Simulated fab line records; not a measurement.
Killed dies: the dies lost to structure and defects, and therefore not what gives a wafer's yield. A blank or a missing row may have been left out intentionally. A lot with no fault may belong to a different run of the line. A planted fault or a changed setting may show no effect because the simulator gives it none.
Chamber matching ; flow nand-harc ; NHARC_A_STAIRCASE_DEP_156 on pecvd-02 has 3 sister chambers
The step deposits SiNx, target thk 50 nm. 6 wafers are shown with their chamber, then 9 later ones without.

## WAFERS PAIRED WITH THEIR CHAMBERS
wafer;chamber;heater-power-w (W);susceptor-temp-C (C)
L087.3;0;570;400.17
L087.4;2;840;400.16
L087.6;0;571;399.91
L088.1;1;833;400.03
L088.2;2;802;399.84
L088.6;1;825;399.56

## WAFERS WITHOUT THEIR CHAMBER
wafer;heater-power-w (W);susceptor-temp-C (C)
L090.3;804;399.85
L090.5;730;400.00
L090.6;833;400.05
L089.1;655;400.24
L089.3;807;399.72
L089.4;795;399.55
L094.3;795;400.32
L094.4;673;400.18
L094.6;755;399.88

## CHAMBER TAKEN BY EACH
wafer;from the rows above;in truth
L090.3;can't be placed: 2 or 1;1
L090.5;can't be placed: 2 or 1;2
L090.6;can't be placed: 2 or 1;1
L089.1;0;0
L089.3;can't be placed: 2 or 1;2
L089.4;can't be placed: 1 or 2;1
L094.3;can't be placed: 2 or 1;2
L094.4;0;0
L094.6;can't be placed: 2 or 1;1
2 of 9 placed correctly. Can't be placed from these rows: 7 (the true chamber is among the candidates in 7). Number placed wrongly: 0.
How it was worked out, from the rows above alone: a wafer's distance from a chamber is the root of the sum, over the readings, of the square of ((its reading less the chamber's mean) divided by the reading's scatter). The wafer belongs to the nearest chamber; if the next one is less than 2 further off, it can't be placed. The mean given for a chamber averages the wafers shown for that chamber. How the scatter is found: for the shown wafers, subtract from each reading the mean of its chamber, square and add these, divide the total by (wafers less chambers), then take the root.
